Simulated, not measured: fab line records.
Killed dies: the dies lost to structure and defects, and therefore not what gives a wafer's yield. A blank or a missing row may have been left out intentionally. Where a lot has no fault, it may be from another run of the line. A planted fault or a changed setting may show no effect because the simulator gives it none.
Problem report in the 8D (eight disciplines) form, filled by code :: flow n5 finfet :: the parts of the form that need people (team, actions taken, sign-off) are left out
Where a reading is given only as a bound, like >300, the bound stands for it, and a mean or a difference that rests on one is marked > or <: the true number lies beyond.

## 1. WHAT WENT WRONG
raw defect count at N5_BEOL_M11_INSPECT_58 reads a mean of 1192 on 6 wafers of 2 lots; wafers without a fault read 78 with a standard deviation of 28. That puts it +40 standard deviations away from the usual mean.
The step: inspects for defects (darkfield).
First observed at day 14 15:02: wafer L188.1, on defect inspect-01. At this step, 32 wafers from 11 lots have a number in the record. The rule behind "out" and "out of limits": a value lying over 4 standard deviations away from the usual mean. Any other wafer with a number is counted as sound.

## 2. WHAT THIS IS AND IS NOT
question: which readings at this step
is: raw defect count
is not: -

question: which lots
is: L188, L194
is not: L176, L177, L178, L180, L184, L187, L189, L191, L198

question: which wafers of those lots
is: all that have a number
is not: -

question: read on which gauges
is: defect inspect-01, defect inspect-02
is not: -

question: when
is: from day 14 15:02
is not: up to then (20 sound wafers); but 6 sound wafers of L191, L198 came after

## 3. WHAT RULES OUT EACH SUSPECT
Counting: a tool at any process step up to the reading remains a suspect when it ran all the lots that are out and ran no sound lot after the first of those.
- the gauge at N5_BEOL_M11_INSPECT_58: ruled out. The wafers that are out were read on 2 gauges (defect inspect-01, defect inspect-02).
- pecvd-01 at N5_BEOL_M11_DEP_56 (deposits SiCN from 3MS/NH3, target thk 30 nm, time 10.5 s): kept. All lots that are out passed through it, beginning with L188 at day 14 14:57, and no sound lot followed; its final sound lot before that point was L187 at day 14 02:24.
After counting, what remains is pecvd-01 at N5_BEOL_M11_DEP_56.

## 4. THE CAUSE (what the simulator had put in)
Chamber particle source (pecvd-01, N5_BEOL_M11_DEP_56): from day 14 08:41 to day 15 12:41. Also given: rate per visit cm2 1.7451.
The count eliminated every tool but this one.

## 5. SEQUENCE OF EFFECTS, ordered by route
Rows list readings where the struck wafers' mean (over those with a number) sits beyond 3 standard deviations from the usual. Scope: only readings with a usual standard deviation given in the record; hours: median across lots of the time from each lot's start at the first step in this table that gives one to its start at this step; sigmas: change in usual standard deviations.
hours: 0
step: N5_BEOL_M11_INSPECT_58
reading: raw defect count
usual: 78
on struck wafers: 1192
change: +1114
sigmas: +40

hours: 1
step: N5_BEOL_M12_INSPECT_12
reading: raw defect count
usual: 2.2
on struck wafers: >300
change: >+298
sigmas: +99 or more

hours: 37
step: N5_PASSIVATION_PROBE_49
reading: defect limited yield
usual: 91.0 %
on struck wafers: 82.9
change: -8.1
sigmas: -5.4

hours: 37
step: N5_PASSIVATION_PROBE_49
reading: killed_at_M4_up
usual: 13
on struck wafers: 122
change: +109
sigmas: +18

hours: 37
step: N5_PASSIVATION_PROBE_49
reading: killed dies
usual: 106
on struck wafers: 202
change: +96
sigmas: +5.4

hours: 37
step: N5_PASSIVATION_PROBE_49
reading: sort_bin_5_function
usual: 5.2 %
on struck wafers: 10.0
change: +4.8
sigmas: +4.9

hours: 37
step: N5_PASSIVATION_PROBE_49
reading: sort n pass
usual: 1074
on struck wafers: 978
change: -96
sigmas: -5.4

hours: 37
step: N5_PASSIVATION_PROBE_49
reading: sort yield pct
usual: 91.0 %
on struck wafers: 82.9
change: -8.1
sigmas: -5.4
Here are the process steps it includes:
- N5_PASSIVATION_PROBE_49
At these later measuring or inspecting steps, every struck wafer for which the step has a row has a number for every such reading, and none has moved that far: N5_BEOL_M12_THK_MEAS_01.

## 6. WHAT WOULD HAVE CAUGHT IT SOONER
In this record the first reading out of limits at a measuring or inspecting step was taken at day 14 15:02, 6 hours after the fault began at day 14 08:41.
An alarm limit of 4 standard deviations would not have fired on the tool readings at N5_BEOL_M11_DEP_56 for which the record gives a usual standard deviation, since none of them was out on any struck wafer.
Among the 2 lots that are out, L194 began N5_BEOL_M11_DEP_56 on pecvd-01 after day 14 15:02. Putting the tool on hold at that point would have spared it.
